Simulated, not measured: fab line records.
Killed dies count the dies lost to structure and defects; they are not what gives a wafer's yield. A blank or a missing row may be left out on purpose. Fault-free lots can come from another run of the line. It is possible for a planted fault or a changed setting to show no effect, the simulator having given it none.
fab line records | flow n5Finfet
record lots=6 wafers=18 lastDay=16
route steps=1938 shown HKMG_FIN@423 BEOL_M4@1111
lots with no fault: from the same line, run without faults
startH: hours from the record's first day to the start of the lot's first wafer shown | waitH: time in hours since the lot's previous step | " the same as in the row above | L1.1+2: a row that stands for several wafers | - no value, or no start given | * or withheld: withheld | < > ~ a bound
route shown NAME@n: a module of which the file shows steps, and the number in the route of the first | usual: mean/standard deviation taken from wafers without a fault | same: alike in all rows | chamber/n: place in a boat | sites: the reading at each site | _std_site: the values' standard deviation | _edge_site: inner sites' mean taken away from outer sites' mean | radiusMm: how far each site lies from the wafer's centre | mask NAME#n: copy n | behind: the tool/chamber that last shaped the wafer | hold: cause of the lot's hold/its duration in hours/its outcome | device: transistor that didn't switch, given as n, p or np | end of line: the route-end tests of the same wafers | step lacking rows: just its recipe | killed: at the first sort, the dies lost to defects and structure; wafer yield is something else | map: dies across one wafer; x = killed, . = not, _ = none there
set.NAME: the setting that was run; set.NAME@STEP: the one run at that earlier step | model.NAME: the simulator's own value behind a step, which no gauge read
lots seen at some steps along the route; tables by step, rows by wafer
services: a tool's chamber out of use, with start hour (startH, from the record's first day; less than 0 if before it), hours out, and reason
## steps
# step N5_HKMG_FIN_COAT_30
# recipe resist=SiARC tempC=220 timeS=60 spinRpm=1500 resistThkNm=35
# step N5_HKMG_FIN_COAT_06
# recipe resist=CAR-ArF spinRpm=1500 resistThkNm=90
# step N5_HKMG_FIN_EBR_08
# recipe solvent=PGMEA ebrWidthMm=1.5
# step N5_HKMG_FIN_SOFTBAKE_07
# recipe tempC=110 timeS=60 resist=CAR-ArF
# step N5_HKMG_FIN_EXPOSE_09
# recipe maskId=NWFM na=1.35 sourceShape=conventional sigmaOuter=0.8 polarization=unpolarized doseMj=39.25
# step N5_HKMG_FIN_PEB_10
# recipe pebTempC=withheld pebTimeS=60 resist=CAR-ArF
# step N5_HKMG_FIN_DEVELOP_11
# recipe developTimeS=30 developer=TMAH resist=CAR-ArF devTempC=23 rinseLiquid=diw dry=airSpin
# step N5_HKMG_FIN_CD_MEAS_12
# recipe targetCdNm=92.8 landingEnergyEv=500 detector=seInlens
# usual cdNm=92.6/0.48
# same landingEnergyEv=500
# columns lot.wafer tool chamber startH waitH cdNm
L756.3 cdSem-03 0 93.21 - 93.9
L756.4 " 0 " " 93.4
L756.6 " 0 " " 93.6
L758.1 cdSem-02 0 107.97 - 93.2
L758.2 " 0 " " 92.8
L758.5 " 0 " " 92.6
L761.1 cdSem-01 0 127.11 - 92.5
L761.3 " 0 " " 92.2
L761.5 " 0 " " 92.3
L762.4 cdSem-01 0 130.08 - 92.4
L762.5 " 0 " " 92.1
L762.6 " 0 " " 92.4
L771.3 cdSem-03 0 185.21 - 92.2
L771.5 " 0 " " 92.7
L771.6 " 0 " " 92.3
L773.2 cdSem-02 0 194.75 - 91.6
L773.3 " 0 " " 92.6
L773.4 " 0 " " 92.5
# step N5_HKMG_FIN_OVL_MEAS_13
# recipe pointsPerWafer=44
# usual NWFM_OVL=0.0/0.66
# columns lot.wafer tool chamber startH waitH NWFM_OVL[nm]
L756.3 overlay-01 0 93.25 0.0 0.3
L756.4 " 0 " " 1.1
L756.6 " 0 " " 0.2
L758.1 overlay-02 0 108.00 0.0 -0.8
L758.2 " 0 " " -0.2
L758.5 " 0 " " -0.2
L761.1 overlay-01 0 127.14 0.0 0.1
L761.3 " 0 " " 0.0
L761.5 " 0 " " 0.8
L762.4 overlay-02 0 130.11 0.0 -0.1
L762.5 " 0 " " 0.8
L762.6 " 0 " " 0.8
L771.3 overlay-01 0 185.24 0.0 0.0
L771.5 " 0 " " -0.8
L771.6 " 0 " " -1.8
L773.2 overlay-02 0 194.78 0.0 -0.3
L773.3 " 0 " " 0.7
L773.4 " 0 " " 0.1
# step N5_HKMG_FIN_INSPECT_14
# recipe mode=adi inspectInstrument=macro
# usual rawDefectCount=1.9/1.4
# columns lot.wafer tool chamber startH waitH rawDefectCount
L756.3 defectInspect-02 - 93.28 0.0 3
L756.4 " - " " 1
L756.6 " - " " 3
L758.1 defectInspect-02 - 108.02 0.0 2
L758.2 " - " " 2
L758.5 " - " " 1
L761.1 defectInspect-01 - 127.16 0.0 1
L761.3 " - " " 2
L761.5 " - " " 0
L762.4 defectInspect-01 - 130.13 0.0 3
L762.5 " - " " 2
L762.6 " - " " 3
L771.3 defectInspect-02 - 185.27 0.0 2
L771.5 " - " " 2
L771.6 " - " " 3
L773.2 defectInspect-01 - 194.80 0.0 1
L773.3 " - " " 2
L773.4 " - " " 1
# step N5_HKMG_FIN_DESCUM_17
# recipe chemistry=O2 timeS=7.9 sourcePowerW=50 biasPowerW=20 pressureMtorr=20 rfFrequencyHz=2.712e+07 tempC=40 resist=CAR-ArF o2FlowSccm=225
# usual drypumpMotorCurrentA=5.6/0.43 oesProductAu=0.80/0.09 rfVppV=243.3/1.4 showerheadPlenumPTorr=2.11/0.074 throttleValvePct=20.47/0.26
# columns lot.wafer tool chamber startH waitH drypumpMotorCurrentA oesProductAu rfHoursCounterH rfVppV showerheadPlenumPTorr throttleValvePct
L756.3 rieDiel-05 2 93.70 0.4 5.6 0.92 33 242.4 2.03 20.49
L756.4 " 1 " " 6.1 0.67 - 243.0 2.15 20.53
L756.6 " 2 " " 5.7 0.91 - 240.8 2.03 20.49
L758.1 rieDiel-01 0 108.06 0.0 6.2 0.71 201 243.0 2.08 20.76
L758.2 " 2 " " 5.3 0.80 91 241.6 2.03 20.27
L758.5 " 3 " " 5.3 0.83 - 241.6 2.03 20.01
L761.1 rieDiel-01 1 127.20 0.0 5.6 0.71 207 243.2 2.07 20.52
L761.3 " 3 " " 5.3 0.82 79 242.9 2.03 20.01
L761.5 " 0 " " 6.2 0.71 - 241.9 2.07 20.78
L762.4 rieDiel-01 2 130.28 0.1 5.3 0.79 99 240.9 2.03 20.29
L762.5 " 1 " " 5.6 0.71 - 244.1 2.07 20.53
L762.6 " 0 " " 6.2 0.71 - 244.5 2.07 20.80
L771.3 rieDiel-06 3 185.50 0.2 5.7 0.68 239 243.5 2.16 20.90
L771.5 " 0 " " 4.8 0.84 - 245.6 2.21 20.60
L771.6 " 3 " " 5.7 0.68 - 244.8 2.16 20.90
L773.2 rieDiel-06 3 194.84 0.0 5.7 0.68 242 243.8 2.16 20.90
L773.3 " 0 " " 4.8 0.84 65 244.0 2.21 20.60
L773.4 " 0 " " 4.8 0.84 - 246.1 2.21 20.59
# step N5_HKMG_FIN_ETCH_31
# recipe chemistry=CF4 target=SiARC targetDepthA=455 maskMaterial=CAR-ArF timeS=75.8 ionEnergyEv=80 pressureMtorr=40 sourceW=545 biasW=36 Ar_flow_sccm=100 cf4FlowSccm=100 ends=cleared
# usual drypumpMotorCurrentA=5.6/0.43 etchRfOnTimeS=75.3/1.2 mfcArSccm=100.0/0.31 oesProductAu=0.69/0.077 rfFwdPowerW=539.8/2.7 rfVppV=184.2/1.2 showerheadPlenumPTorr=2.16/0.07 throttleValvePct=15.65/0.28
# columns lot.wafer tool chamber startH waitH drypumpMotorCurrentA etchRfOnTimeS mfcArSccm oesProductAu rfFwdPowerW rfHoursCounterH rfVppV showerheadPlenumPTorr throttleValvePct
L756.3 rieDiel-05 2 93.73 0.0 5.6 73.1 100.0 0.79 540.3 33 184.1 2.09 15.69
L756.4 " 1 " " 6.1 75.1 99.1 0.58 536.1 - 186.3 2.19 15.73
L756.6 " 2 " " 5.6 73.2 100.0 0.79 538.2 - 182.2 2.09 15.71
L758.1 rieDiel-01 0 108.09 0.0 6.2 77.5 100.7 0.61 539.9 201 183.4 2.13 16.00
L758.2 " 2 " " 5.3 76.2 99.6 0.69 540.4 91 182.8 2.08 15.37
L758.5 " 3 " " 5.3 76.8 99.7 0.70 535.5 - 182.8 2.08 15.16
L761.1 rieDiel-01 1 127.23 0.0 5.7 77.4 99.6 0.60 542.6 207 184.0 2.13 15.78
L761.3 " 3 " " 5.3 76.5 99.7 0.71 537.8 79 182.5 2.08 15.19
L761.5 " 0 " " 6.2 76.1 100.0 0.61 541.1 - 182.5 2.13 15.99
L762.4 rieDiel-01 2 130.31 0.0 5.3 74.8 100.3 0.68 537.2 99 182.9 2.08 15.40
L762.5 " 1 " " 5.6 76.6 100.6 0.59 541.5 - 183.9 2.13 15.77
L762.6 " 0 " " 6.2 76.6 100.1 0.61 537.3 - 182.7 2.13 16.01
L771.3 rieDiel-06 3 185.54 0.0 5.7 76.0 100.1 0.58 542.0 239 184.3 2.20 16.08
L771.5 " 0 " " 4.8 74.7 99.8 0.73 542.8 - 186.5 2.25 15.71
L771.6 " 3 " " 5.7 76.6 100.1 0.59 542.6 - 184.1 2.20 16.08
L773.2 rieDiel-06 3 194.87 0.0 5.7 76.5 99.9 0.58 541.4 242 184.8 2.20 16.09
L773.3 " 0 " " 4.8 76.1 100.5 0.72 543.2 65 185.3 2.25 15.71
L773.4 " 0 " " 4.8 75.4 100.4 0.73 543.3 - 183.9 2.25 15.72
# step N5_HKMG_FIN_ETCH_32
# recipe chemistry=N2/H2 target=SOC targetDepthA=2400 tempC=40 timeS=300 ionEnergyEv=200 maskMaterial=SiARC pressureMtorr=30 sourceW=840 biasW=150 n2FlowSccm=200 h2FlowSccm=200
# usual drypumpMotorCurrentA=5.6/0.43 oesProductAu=0.80/0.09 rfFwdPowerW=837.8/2.6 rfVppV=524.3/2.5 showerheadPlenumPTorr=2.56/0.088 throttleValvePct=17.87/0.25
# columns lot.wafer tool chamber startH waitH drypumpMotorCurrentA oesProductAu rfFwdPowerW rfHoursCounterH rfVppV showerheadPlenumPTorr throttleValvePct model.HKMG_FIN.featureDepthNm model.etch.depthNm model.SiARC_of_HKMG_FIN_COAT_30.thkNm
L756.3 rieDiel-05 2 93.79 0.0 5.7 0.92 835.6 34 521.8 2.48 17.94 247.6 247.5 20.8
L756.4 " 1 " " 6.1 0.67 838.4 - 524.9 2.60 17.95 241.6 241.6 21.2
L756.6 " 2 " " 5.6 0.92 834.9 - 522.0 2.48 17.92 249.2 249.2 20.6
L758.1 rieDiel-01 0 108.15 0.0 6.2 0.71 836.0 201 523.3 2.53 18.24 236.6 236.6 21.6
L758.2 " 2 " " 5.3 0.81 834.8 91 521.9 2.46 17.72 241.8 241.8 21.4
L758.5 " 3 " " 5.3 0.82 840.8 - 522.6 2.47 17.51 235.8 235.9 21.4
L761.1 rieDiel-01 1 127.29 0.0 5.6 0.70 842.1 207 523.1 2.51 17.95 237.2 237.2 21.4
L761.3 " 3 " " 5.3 0.82 831.5 79 522.9 2.47 17.52 238 238 21.2
L761.5 " 0 " " 6.2 0.79 1038.3 - 487.2 2.53 18.27 282.8 282.8 19.8
L762.4 rieDiel-01 2 130.37 0.0 5.3 0.81 835.6 99 521.3 2.46 17.73 245.8 245.7 20.8
L762.5 " 1 " " 5.7 0.71 842.1 - 523.3 2.51 17.93 239.2 239.2 21.2
L762.6 " 0 " " 6.2 0.79 1042.2 - 487.1 2.53 18.25 281.2 281.3 19.8
L771.3 rieDiel-06 3 185.59 0.0 5.7 0.68 838.1 240 526.4 2.61 18.24 236.4 236.5 21.2
L771.5 " 0 " " 4.8 0.85 838.0 - 527.1 2.68 17.85 243.2 243.2 20.8
L771.6 " 3 " " 5.7 0.68 837.7 - 526.1 2.61 18.23 237.6 237.6 21.2
L773.2 rieDiel-06 3 194.93 0.0 5.7 0.68 839.5 242 524.3 2.61 18.23 240.6 240.6 21.2
L773.3 " 0 " " 4.8 0.86 838.9 66 527.8 2.68 17.86 246 246 21
L773.4 " 0 " " 4.8 0.86 830.4 - 528.0 2.68 17.86 244 244 21.2
# step N5_HKMG_FIN_STRIP_33
# recipe chemistry=N2/H2 tempC=40 n2FlowSccm=200 h2FlowSccm=200 rfFrequencyHz=6e+07
# step N5_BEOL_M4_RC_MEAS_101
# usual DIBL_N=35.7/1.3 DIBL_P=35.4/1.8 IOFF_N=0.152/0.027 IOFF_P=0.20/0.034 ION_N=672/9.8 ION_P=461/7.5 SS_N=71.4/0.55 SS_P=73.1/0.61 VT_N=251/3.3 VT_P=-251/3.6
# columns lot.wafer tool chamber startH waitH DIBL_N[mV/V] DIBL_P[mV/V] IOFF_N[nA/um] IOFF_P[nA/um] ION_N[uA/um] ION_P[uA/um] SS_N[mV/dec] SS_P[mV/dec] VT_N[mV] VT_P[mV]
L756.3 prober-02 0 181.50 0.3 34.6 36.3 0.165 0.19 682 464 71.3 73.0 250 -252
L756.4 " 0 " " 36.9 37.7 0.190 0.20 680 456 72.2 73.9 249 -251
L756.6 " 0 " " 34.4 35.2 0.150 0.17 677 456 71.4 72.6 251 -254
L758.1 prober-02 0 194.14 0.0 36.9 37.4 0.191 0.26 683 474 71.7 73.5 246 -244
L758.2 " 0 " " 35.7 35.7 0.175 0.24 688 468 71.8 73.3 245 -246
L758.5 " 0 " " 35.2 35.9 0.163 0.23 683 473 71.4 73.9 249 -245
L761.1 prober-02 0 218.32 0.4 34.5 33.5 0.130 0.18 682 465 71.4 72.8 254 -254
L761.3 " 0 " " 35.4 34.2 0.139 0.19 668 459 71.7 73.3 254 -248
L761.5 " 0 " " 33.3 31.3 0.104 0.15 652 453 72.0 71.6 258 -254
L762.4 prober-02 0 219.71 0.8 34.9 33.3 0.118 0.18 669 458 70.9 72.5 255 -251
L762.5 " 0 " " 36.4 35.8 0.147 0.21 677 464 71.2 73.4 253 -249
L762.6 " 0 " " 36.7 35.9 0.145 0.21 673 462 71.8 72.8 249 -249
L771.3 prober-02 0 280.97 0.3 36.0 35.6 0.147 0.22 670 469 70.9 72.6 251 -246
L771.5 " 0 " " 35.9 35.6 0.153 0.23 679 468 71.2 74.3 247 -249
L771.6 " 0 " " 37.2 36.6 0.167 0.25 683 472 72.2 73.5 251 -245
L773.2 prober-02 0 281.75 0.8 36.6 36.9 0.156 0.19 670 456 71.6 73.8 249 -252
L773.3 " 0 " " 35.5 35.8 0.146 0.17 668 451 71.1 72.8 249 -257
L773.4 " 0 " " 33.7 33.4 0.118 0.14 657 449 71.7 72.6 251 -258
## services
# columns tool chamber startH hours kind
rieDiel-05 3 77.97 4.6 repair
rieDiel-05 3 82.67 - clean
rieDiel-05 3 82.67 - consumableReplace:focusRing
rieDiel-05 3 82.67 - consumableReplace:showerhead
rieDiel-05 3 82.67 23.6 scheduledDown
rieDiel-05 3 82.67 23.6 ventCycle
rieDiel-05 1 106.24 - clean
rieDiel-05 1 106.24 - consumableReplace:focusRing
rieDiel-05 1 106.24 21.1 scheduledDown
rieDiel-05 1 106.24 21.1 ventCycle
rieDiel-06 0 149.96 9.6 repair
rieDiel-06 - 186.01 2.8 pm
rieDiel-06 2 193.07 5.0 repair
## key
firstSign step=N5_HKMG_FIN_ETCH_32 reading=rfFwdPowerW direction=up sigmas=77 usual=* struck=*
effect step=N5_HKMG_FIN_ETCH_32 reading=rfVppV direction=down sigmas=15 usual=524.3 struck=487.1
modelEffect step=N5_HKMG_FIN_ETCH_32 value=HKMG_FIN.featureDepthNm without=236.2 struck=282
metAt N5_HKMG_FIN_ETCH_32
struckWafers L761.5,L762.6
onsetBetween 108.15 127.29
fault kind=processParameterDrift tool=rieDiel-01 chamber=0 onsetH=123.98 steps=N5_HKMG_FIN_ETCH_32 channel=sourceW offset=201.6 shape=step endH=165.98 actsIn=theseRecipesOnly stated=840
